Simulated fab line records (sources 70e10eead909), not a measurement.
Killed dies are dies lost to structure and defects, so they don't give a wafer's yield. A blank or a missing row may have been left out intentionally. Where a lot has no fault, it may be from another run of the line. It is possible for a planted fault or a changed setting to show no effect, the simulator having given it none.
fab line records ; flow nand_harc
[record] lots = 7; wafers = 19; last_day = 29
route steps=1302 shown P_STI@76 END@1302
lots that met no fault: from a run of the same line without faults
start_h: hours from the record's first day to the start of the lot's first wafer shown ; wait_h: hours since the lot's step before ; " the same as in the row above ; L1.1+2: a single row standing in for several wafers ; - no value, or no start was given ; * or withheld: withheld ; < > ~ a bound
route shown NAME@n: a module of which the file shows steps, and the number in the route of the first ; usual: mean/standard deviation taken from wafers without a fault ; same: alike in all rows ; chamber/n: place in a boat ; sites: per-site readings ; _std_site: the values' standard deviation ; _edge_site: outer sites' mean less inner sites' ; radius_mm: for every site, how far away it sits from the centre of the wafer ; mask NAME#n: copy n ; behind: the tool/chamber that last shaped the wafer ; hold: cause of the lot's hold/its duration in hours/its outcome ; device: which transistor (n, p or np) failed to switch ; end of line: at the end of the route, the tests of the same wafers ; a step given without rows: its recipe and nothing more ; killed: dies that structure and defects cost at the first sort, which is not the same as the wafer's yield ; map: per-die view of a wafer (x killed, . not killed, _ where there is no die)
set.NAME: the run value of the setting; set.NAME@STEP: its run value at that earlier step ; model.NAME: the simulator's own value behind a step, which no gauge read
lots at some steps of the route; a table a step, a row a wafer
services: when a tool's chamber went out of use (start_h, in hours from the record's first day, below 0 if earlier), for how many hours, and the reason
[[steps]]
[step NHARC_P_STI_COAT_41]
[recipe] temp_c = 200; time_s = 65
[step NHARC_P_STI_COAT_03]
[recipe] spin_rpm = 2000; resist_thk_nm = 600
[step NHARC_P_STI_SOFTBAKE_04]
[recipe] temp_c = 125; time_s = 70
[step NHARC_P_STI_EBR_05]
[step NHARC_P_STI_EXPOSE_06]
[recipe] na = 0.55; target_cd_nm = 200; dose_mj = 37.69; mask_id = P_STI
[step NHARC_P_STI_PEB_07]
[recipe] peb_temp_c = 128; peb_time_s = 80
[step NHARC_P_STI_DEVELOP_08]
[recipe] time_s = 50; dev_temp_c = 22
[step NHARC_P_STI_CD_MEAS_09]
[recipe] target_cd_nm = 200; landing_energy_ev = 500
[usual] cd_nm = 199.8/1.9
lot.wafer;tool;chamber;start_h;wait_h;cd_nm
L645.3;cd_sem-03;0;43.92;-;198.8
L645.4;cd_sem-03;0;43.92;-;198.7
L645.5;cd_sem-03;0;43.92;-;201.0
L651.3;cd_sem-02;0;105.33;-;199.9
L651.4;cd_sem-02;0;105.33;-;198.5
L651.6;cd_sem-02;0;105.33;-;199.3
L654.2;cd_sem-03;0;137.03;-;200.4
L654.4;cd_sem-03;0;137.03;-;196.0
L654.5;cd_sem-03;0;137.03;-;199.1
L655.1;cd_sem-03;0;148.14;-;195.9
L655.5;cd_sem-03;0;148.14;-;199.3
L656.1;cd_sem-01;0;154.93;-;197.8
L656.5;cd_sem-01;0;154.93;-;199.3
L657.3;cd_sem-01;0;162.84;-;198.9
L657.4;cd_sem-01;0;162.84;-;197.1
L657.5;cd_sem-01;0;162.84;-;200.0
L658.2;cd_sem-02;0;172.85;-;198.7
L658.3;cd_sem-02;0;172.85;-;197.7
L658.4;cd_sem-02;0;172.85;-;199.8
[step NHARC_P_STI_OVL_MEAS_10]
[usual] overlay_x_nm = -2/6.5; overlay_y_nm = 1/5.8
lot.wafer;tool;chamber;start_h;wait_h;overlay_x_nm;overlay_y_nm
L645.3;overlay-02;-;44.00;-;2;16
L645.4;overlay-02;-;44.00;-;2;14
L645.5;overlay-02;-;44.00;-;2;15
L651.3;overlay-01;-;105.41;-;-3;-3
L651.4;overlay-01;-;105.41;-;-3;-3
L651.6;overlay-01;-;105.41;-;-3;-2
L654.2;overlay-01;-;137.11;-;0;4
L654.4;overlay-01;-;137.11;-;-1;5
L654.5;overlay-01;-;137.11;-;-1;4
L655.1;overlay-01;-;148.23;-;-3;0
L655.5;overlay-01;-;148.23;-;-3;0
L656.1;overlay-02;-;155.02;-;-6;-13
L656.5;overlay-02;-;155.02;-;-6;-12
L657.3;overlay-01;-;162.92;-;6;5
L657.4;overlay-01;-;162.92;-;6;5
L657.5;overlay-01;-;162.92;-;6;5
L658.2;overlay-02;-;172.94;-;-14;8
L658.3;overlay-02;-;172.94;-;-14;8
L658.4;overlay-02;-;172.94;-;-14;8
[step NHARC_P_STI_INSPECT_11]
[usual] raw_defect_count = 6/3.4
lot.wafer;tool;chamber;start_h;wait_h;raw_defect_count
L645.3;defect_inspect-01;-;44.04;0.0;5
L645.4;defect_inspect-01;-;44.04;0.0;2
L645.5;defect_inspect-01;-;44.04;0.0;7
L651.3;defect_inspect-01;-;105.45;0.0;8
L651.4;defect_inspect-01;-;105.45;0.0;2
L651.6;defect_inspect-01;-;105.45;0.0;14
L654.2;defect_inspect-02;-;137.15;0.0;4
L654.4;defect_inspect-02;-;137.15;0.0;5
L654.5;defect_inspect-02;-;137.15;0.0;4
L655.1;defect_inspect-01;-;148.27;0.0;1
L655.5;defect_inspect-01;-;148.27;0.0;4
L656.1;defect_inspect-01;-;155.05;0.0;9
L656.5;defect_inspect-01;-;155.05;0.0;11
L657.3;defect_inspect-01;-;162.96;0.0;6
L657.4;defect_inspect-01;-;162.96;0.0;5
L657.5;defect_inspect-01;-;162.96;0.0;7
L658.2;defect_inspect-02;-;172.97;0.0;6
L658.3;defect_inspect-02;-;172.97;0.0;8
L658.4;defect_inspect-02;-;172.97;0.0;7
[step NHARC_P_STI_HARDBAKE_13]
[recipe] temp_c = 118; time_s = 65
[step NHARC_P_STI_DESCUM_14]
[recipe] time_s = 3; o2_flow_sccm = 200; ar_flow_sccm = 0; bias_power_w = 0; chemistry = O2
[usual] drypump_motor_current_A = 5.6/0.5; oes_product_au = 1.001/0.011; rf_vpp_V = 57.8/0.88; showerhead_plenum_p_Torr = 1.91/0.08; throttle_valve_pct = 11.312/0.0087
lot.wafer;tool;chamber;start_h;wait_h;drypump_motor_current_A;oes_product_au;rf_hours_counter_h;rf_vpp_V;showerhead_plenum_p_Torr;throttle_valve_pct
L645.3;rie_diel-12;3;44.20;-;5.5;0.978;7;57.5;1.86;11.305
L645.4;rie_diel-12;1;44.20;-;5.8;0.995;-;57.7;1.86;11.295
L645.5;rie_diel-12;2;44.20;-;5.3;0.991;-;56.8;1.90;11.318
L651.3;rie_diel-01;3;105.58;-;5.5;0.985;3;58.5;2.06;11.302
L651.4;rie_diel-01;0;105.58;-;4.9;1.009;3;58.1;1.95;11.295
L651.6;rie_diel-01;0;105.58;-;4.9;1.008;-;56.6;1.95;11.308
L654.4;rie_diel-01;2;137.29;-;6.2;1.009;3;57.9;1.88;11.301
L654.2;rie_diel-01;0;137.29;-;4.8;1.027;4;58.2;1.95;11.312
L654.5;rie_diel-01;1;137.29;-;5.6;1.011;-;57.7;1.83;11.312
L655.1;rie_diel-01;3;148.42;-;5.5;0.998;4;59.5;2.06;11.316
L655.5;rie_diel-01;2;148.42;-;6.2;1.002;-;57.6;1.88;11.286
L656.1;rie_diel-01;1;155.20;-;5.6;1.017;4;58.0;1.83;11.311
L656.5;rie_diel-01;1;155.20;-;5.6;1.001;-;58.1;1.83;11.337
L657.4;rie_diel-08;0;163.10;-;5.2;1.000;14;59.3;1.99;11.310
L657.3;rie_diel-08;1;163.10;-;4.9;1.014;13;56.3;1.82;11.301
L657.5;rie_diel-08;3;163.10;-;6.0;0.991;-;58.2;1.97;11.318
L658.2;rie_diel-08;3;173.11;-;6.0;1.005;13;57.5;1.97;11.319
L658.3;rie_diel-08;0;173.11;-;5.2;1.000;14;57.0;1.99;11.308
L658.4;rie_diel-08;0;173.11;-;5.2;1.006;-;58.7;1.99;11.311
[step NHARC_P_STI_ETCH_42]
[recipe] target_depth_a = 800; overetch_a = 240; time_s = 61; ion_energy_ev = 200; n2_flow_sccm = 150; h2_flow_sccm = 150; ar_flow_sccm = 0; rf_w = 400; bias_w = 150; chemistry = N2/H2
[usual] bias_w = 150.0/0.46; drypump_motor_current_A = 5.5/0.49; oes_product_au = 1.001/0.01; rf_vpp_V = 430.4/2.5; showerhead_plenum_p_Torr = 2.04/0.091; throttle_valve_pct = 14.171/0.0087
lot.wafer;tool;chamber;start_h;wait_h;bias_w;drypump_motor_current_A;oes_product_au;rf_hours_counter_h;rf_vpp_V;showerhead_plenum_p_Torr;throttle_valve_pct
L645.3;rie_diel-12;1;44.28;0.1;150.1;5.8;1.003;7;428.2;1.98;14.156
L645.5;rie_diel-12;1;44.28;0.1;149.9;5.8;0.995;-;430.3;1.98;14.163
L645.4;rie_diel-12;3;44.28;0.1;150.0;5.5;0.978;-;429.8;1.99;14.191
L651.4;rie_diel-01;1;105.68;0.1;150.1;5.6;1.008;2;426.7;1.95;14.167
L651.3;rie_diel-01;2;105.68;0.1;150.1;6.2;1.001;2;430.1;2.00;14.168
L651.6;rie_diel-01;3;105.68;0.1;150.7;5.5;1.005;-;434.6;2.21;14.172
L654.4;rie_diel-01;2;137.37;0.1;149.6;6.2;0.997;3;429.8;2.00;14.182
L654.2;rie_diel-01;0;137.37;0.1;149.8;4.9;1.018;4;432.3;2.08;14.163
L654.5;rie_diel-01;2;137.37;0.1;149.3;6.2;0.851;-;430.0;2.00;14.166
L655.1;rie_diel-01;3;148.49;0.1;149.6;5.5;0.871;4;435.9;2.20;14.172
L655.5;rie_diel-01;3;148.49;0.1;150.0;5.5;0.865;-;434.8;2.21;14.172
L656.1;rie_diel-01;2;155.29;0.1;149.6;6.2;0.867;4;430.0;2.00;14.177
L656.5;rie_diel-01;0;155.29;0.1;150.0;4.9;0.878;-;431.1;2.08;14.167
L657.4;rie_diel-08;1;163.18;0.1;150.1;4.9;0.992;13;428.3;1.93;14.189
L657.3;rie_diel-08;2;163.18;0.1;149.8;5.6;1.009;12;425.9;1.90;14.158
L657.5;rie_diel-08;0;163.18;0.1;150.7;5.1;0.995;-;433.1;2.12;14.184
L658.2;rie_diel-08;0;173.22;0.1;150.4;5.1;0.995;14;433.7;2.12;14.170
L658.3;rie_diel-08;1;173.22;0.1;149.4;4.9;0.996;13;427.9;1.93;14.173
L658.4;rie_diel-08;1;173.22;0.1;149.7;4.9;1.006;-;427.4;1.93;14.179
[step NHARC_P_STI_ETCH_31]
[recipe] target_depth_a = 1089; time_s = 54.5; cf4_flow_sccm = 100; chf3_flow_sccm = 30; ar_flow_sccm = 0; rf_w = 500; bias_w = 200; chemistry = CF4/CHF3
[usual] bias_w = 200.0/0.52; drypump_motor_current_A = 5.6/0.5; oes_product_au = 0.961/0.02; rf_vpp_V = 370.4/2.3; showerhead_plenum_p_Torr = 1.57/0.062; throttle_valve_pct = 16.801/0.0094
lot.wafer;tool;chamber;start_h;wait_h;bias_w;drypump_motor_current_A;oes_product_au;rf_hours_counter_h;rf_vpp_V;showerhead_plenum_p_Torr;throttle_valve_pct
L645.3;rie_diel-12;2;-;-;200.2;5.3;0.962;7;369.5;1.56;16.808
L645.5;rie_diel-12;3;-;-;200.9;5.5;0.945;-;369.0;1.54;16.790
L645.4;rie_diel-12;2;-;-;200.4;5.3;0.961;-;370.0;1.56;16.800
L651.4;rie_diel-01;2;-;-;201.0;6.2;0.977;2;370.3;1.55;16.784
L651.3;rie_diel-01;3;-;-;199.7;5.5;0.969;3;375.5;1.69;16.807
L651.6;rie_diel-01;1;-;-;200.2;5.6;0.980;-;367.7;1.51;16.803
L654.2;rie_diel-01;0;-;-;199.6;4.8;0.972;4;372.5;1.60;16.797
L654.4;rie_diel-01;3;-;-;200.6;5.5;0.964;4;374.1;1.69;16.812
L654.5;rie_diel-01;0;-;-;199.9;4.9;0.969;-;372.9;1.60;16.794
L655.1;rie_diel-01;3;-;-;199.4;5.5;0.972;4;374.4;1.69;16.807
L655.5;rie_diel-01;3;-;-;198.8;5.5;0.972;-;375.5;1.69;16.806
L656.1;rie_diel-01;2;-;-;200.4;6.2;0.979;4;370.0;1.55;16.797
L656.5;rie_diel-01;2;-;-;200.2;6.2;0.981;-;369.6;1.55;16.812
L657.4;rie_diel-08;1;-;-;199.9;4.9;0.982;13;367.0;1.50;16.801
L657.3;rie_diel-08;0;-;-;200.4;5.2;0.966;14;372.7;1.63;16.798
L657.5;rie_diel-08;2;-;-;200.1;5.6;0.992;-;366.7;1.47;16.801
L658.3;rie_diel-08;0;-;-;199.5;5.2;0.918;14;372.5;1.63;16.797
L658.2;rie_diel-08;1;-;-;200.5;4.9;0.921;13;367.8;1.50;16.810
L658.4;rie_diel-08;3;-;-;199.4;6.0;0.923;-;372.5;1.62;16.809
[step NHARC_END_SORT_01]
[recipe] temp_c = 25
[usual] killed_at_array = 53/21; killed_at_other = 1.1/1.5; killed_at_periphery = 3.9/2.7; killed_dies = 58/21; killed_open = 3.4/1.9; killed_short = 2.3/1.5
[same] gross_dies = 677
lot.wafer;tool;chamber;start_h;wait_h;killed_at_array;killed_at_other;killed_at_periphery;killed_dies;killed_open;killed_short
L656.5;prober-01;0;680.55;3.7;50;1;7;58;1;2
L655.1;prober-02;0;677.42;2.5;57;1;7;65;4;1
L655.5;prober-02;0;680.64;3.7;53;0;5;58;4;2
L654.2;prober-01;0;688.68;2.8;22;0;0;22;4;4
L654.4;prober-01;0;690.30;3.4;13;0;3;16;0;1
L654.5;prober-01;0;691.11;3.7;21;0;4;25;1;2
L658.3;prober-02;0;689.53;3.1;53;0;3;56;6;3
L657.4;prober-02;0;698.18;3.4;66;0;2;68;1;2
// killed by level:class
L655.1 A_CHANNEL_HOLE_D1:chamber_film_flake=26 A_CHANNEL_HOLE_D2:chamber_film_flake=20 A_STAIRCASE:chamber_film_flake=4 A_CONTACT:chamber_film_flake=2 P_CONTACT:geometric_particle:short=1 P_CONTACT:geometric_particle:open=1 P_M0:geometric_particle:open=1 A_SGD_CUT:geometric_particle:open=1
L656.5 A_SLIT:chamber_film_flake=30 A_BLC:chamber_film_flake=7 P_CONTACT:chamber_film_flake=6 A_STAIRCASE:chamber_film_flake=5 A_CHANNEL_HOLE_D1:chamber_film_flake=4 A_CHANNEL_FILL_D1:geometric_particle:short=1 A_BLC:geometric_particle:open=1 P_STI:chamber_film_flake=1
L655.5 A_CHANNEL_HOLE_D1:chamber_film_flake=24 A_CHANNEL_HOLE_D2:chamber_film_flake=14 A_CONTACT:chamber_film_flake=4 A_STAIRCASE:chamber_film_flake=4 P_BONDPAD:chamber_film_flake=1 P_CONTACT:geometric_particle:open=1 A_ONON_D1:geometric_particle:short=1 A_DECK1_JOINT:geometric_particle:open=1
L654.2 A_M0:chamber_film_flake=5 A_CHANNEL_HOLE_D1:chamber_film_flake=3 A_CONTACT:chamber_film_flake=3 A_STAIRCASE:chamber_film_flake=2 A_CHANNEL_FILL_D1:geometric_particle:short=1 A_DECK1_JOINT:geometric_particle:open=1 A_CHANNEL_FILL_D2:geometric_particle:short=1 A_CHANNEL_FILL_D2:geometric_particle:open=1
L658.3 A_SLIT:chamber_film_flake=21 A_CHANNEL_HOLE_D2:chamber_film_flake=14 A_CHANNEL_HOLE_D1:chamber_film_flake=5 A_CONTACT:chamber_film_flake=3 P_ZERO_WELL:chamber_film_flake=2 A_ONON_D1:geometric_particle:short=1 A_ONON_D1:geometric_particle:open=1 A_CHANNEL_HOLE_D1:geometric_particle:open=1
L654.4 A_CONTACT:chamber_film_flake=4 A_CHANNEL_HOLE_D1:chamber_film_flake=3 P_GATE:chamber_film_flake=2 A_DECK1_JOINT:chamber_film_flake=2 A_CHANNEL_FILL_D1:geometric_particle:short=1 P_M0:chamber_film_flake=1 A_STAIRCASE:chamber_film_flake=1 A_SLIT:chamber_film_flake=1
L654.5 A_CHANNEL_HOLE_D1:chamber_film_flake=6 A_M0:chamber_film_flake=4 A_CONTACT:chamber_film_flake=3 A_CHANNEL_HOLE_D2:chamber_film_flake=2 A_STAIRCASE:chamber_film_flake=2 A_CHANNEL_HOLE_D2:geometric_particle:short=1 A_M1:geometric_particle:short=1 A_M1:geometric_particle:open=1
L657.4 A_SLIT:chamber_film_flake=28 A_CHANNEL_HOLE_D1:chamber_film_flake=25 A_CONTACT:chamber_film_flake=7 P_M0:geometric_particle:open=1 A_SOURCE_PLATE:geometric_particle:short=1 A_SGD_CUT:geometric_particle:short=1 P_CONTACT:chamber_film_flake=1 A_ZERO_WELL:chamber_film_flake=1
[[services]]
tool;chamber;start_h;hours;kind
rie_diel-01;3;22.95;10.3;repair
rie_diel-01;-;26.80;9.0;pm
rie_diel-01;0;26.80;9.0;vent_cycle
rie_diel-01;1;26.80;9.0;vent_cycle
rie_diel-01;2;26.80;9.0;vent_cycle
rie_diel-01;0;35.80;-;clean
rie_diel-01;1;35.80;-;clean
rie_diel-01;2;35.80;-;clean
rie_diel-01;3;35.80;-;clean
rie_diel-12;0;37.80;8.2;repair
rie_diel-01;0;60.30;-;clean
rie_diel-01;1;60.30;-;clean
rie_diel-01;2;60.30;-;clean
rie_diel-01;3;60.30;-;clean
rie_diel-01;0;84.87;-;clean
rie_diel-01;1;84.87;-;clean
rie_diel-01;2;84.87;-;clean
rie_diel-01;3;84.87;-;clean
rie_diel-12;-;91.40;9.0;pm
rie_diel-12;1;106.15;2.4;repair
rie_diel-01;0;109.41;-;clean
rie_diel-01;1;119.68;7.7;repair
rie_diel-12;-;139.41;0.7;repair
rie_diel-08;2;170.87;9.6;repair
[[key]]
[first_sign] step = NHARC_P_STI_ETCH_42; reading = oes_product_au; direction = down; sigmas = 13; usual = 1.001; struck = 0.866
effect none on later readings
met_at NHARC_P_STI_ETCH_42
struck_wafers L654.5,L655.1,L655.5,L656.1,L656.5
tester_left_out L654,L655,L656
onset_between 105.68 137.37
[fault] kind = process_parameter_drift; tool = rie_diel-01; chamber = -; onset_h = 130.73; steps = NHARC_P_STI_ETCH_42; channel = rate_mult; offset = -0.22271; shape = step; end_h = 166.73; scope = struck_wafers_only
// tester_left_out: of these lots the tester's yield and bins aren't shown, on N5 and GAA mostly nor the transistor test; their killed dies are dies lost to structure and defects alone, not to doping, threshold or leakage, so they don't give the yield
